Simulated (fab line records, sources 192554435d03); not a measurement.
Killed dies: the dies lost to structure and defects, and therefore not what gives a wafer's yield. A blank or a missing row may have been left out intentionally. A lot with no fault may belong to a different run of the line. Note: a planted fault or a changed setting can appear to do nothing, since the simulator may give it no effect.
Matching of chambers | flow n5 finfet | N5_BEOL_M0_SAQP_DESCUM_45 on rie diel-06: 4 sister chambers
The step chemistry O2, time 7 s. 18 wafers are shown with their chamber, then 9 later ones without.

== WAFERS, EACH WITH ITS CHAMBER ==
wafer  | chamber | drypump motor current A (A) | showerhead plenum p Torr (Torr) | throttle valve pct (%)
L075.3 | 3       | 4.9                         | 1.99                            | 20.91
L075.4 | 1       | 6.0                         | 2.18                            | 20.79
L075.6 | 1       | 6.0                         | 2.18                            | 20.77
L074.1 | 1       | 6.0                         | 2.18                            | 20.78
L074.2 | 0       | 5.3                         | 2.21                            | 20.53
L074.4 | 3       | 4.9                         | 1.99                            | 20.92
L076.2 | 0       | 5.3                         | 2.21                            | 20.55
L076.3 | 1       | 6.0                         | 2.18                            | 20.79
L076.5 | 2       | 5.0                         | 2.16                            | 20.48
L078.1 | 3       | 4.9                         | 1.98                            | 20.92
L078.2 | 1       | 6.0                         | 2.18                            | 20.77
L078.6 | 1       | 5.9                         | 2.18                            | 20.79
L082.1 | 0       | 5.3                         | 2.21                            | 20.54
L082.3 | 2       | 5.0                         | 2.16                            | 20.50
L082.4 | 3       | 4.9                         | 1.98                            | 20.92
L085.1 | 1       | 6.0                         | 2.17                            | 20.80
L085.3 | 3       | 4.9                         | 1.98                            | 20.94
L085.4 | 0       | 5.3                         | 2.20                            | 20.56

SIGNATURES (averages over the wafers above)
reading                  | chamber 0 | chamber 1 | chamber 2 | chamber 3 | scatter within a chamber
drypump motor current A  | 5.300     | 5.986     | 5.000     | 4.900     | 0.0247
showerhead plenum p Torr | 2.2075    | 2.1786    | 2.1600    | 1.9840    | 0.00448
throttle valve pct       | 20.5450   | 20.7843   | 20.4900   | 20.9220   | 0.0118
Rule: a wafer's distance from a chamber is the root of the sum, over the readings, of the square of ((its reading less the chamber's mean) divided by the reading's scatter). If the next closest chamber is less than 2 further off than the closest, the wafer can't be placed; otherwise it belongs to the closest. The scatter: the root of (the sum of the squares of (reading less its chamber's mean) over the shown wafers, divided by (wafers less chambers)).

== WAFERS MISSING THEIR CHAMBER ==
wafer  | drypump motor current A (A) | showerhead plenum p Torr (Torr) | throttle valve pct (%)
L089.3 | 5.3                         | 2.20                            | 20.56
L089.4 | 5.9                         | 2.17                            | 20.80
L089.6 | 5.1                         | 2.15                            | 20.54
L092.1 | 5.0                         | 2.15                            | 20.53
L092.4 | 5.9                         | 2.17                            | 20.82
L092.6 | 5.3                         | 2.20                            | 20.57
L097.1 | 4.9                         | 1.97                            | 20.99
L097.4 | 5.3                         | 2.20                            | 20.59
L097.5 | 5.0                         | 2.15                            | 20.54

== CHAMBER TAKEN BY EACH ==
wafer  | from the rows above | in truth
L089.3 | 0                   | 0
L089.4 | 1                   | 1
L089.6 | 2                   | 2
L092.1 | 2                   | 2
L092.4 | 1                   | 1
L092.6 | 0                   | 0
L097.1 | 3                   | 3
L097.4 | 0                   | 0
L097.5 | 2                   | 2
9 of 9 placed correctly. Left unplaced by these rows: 0. Wrongly placed: 0.
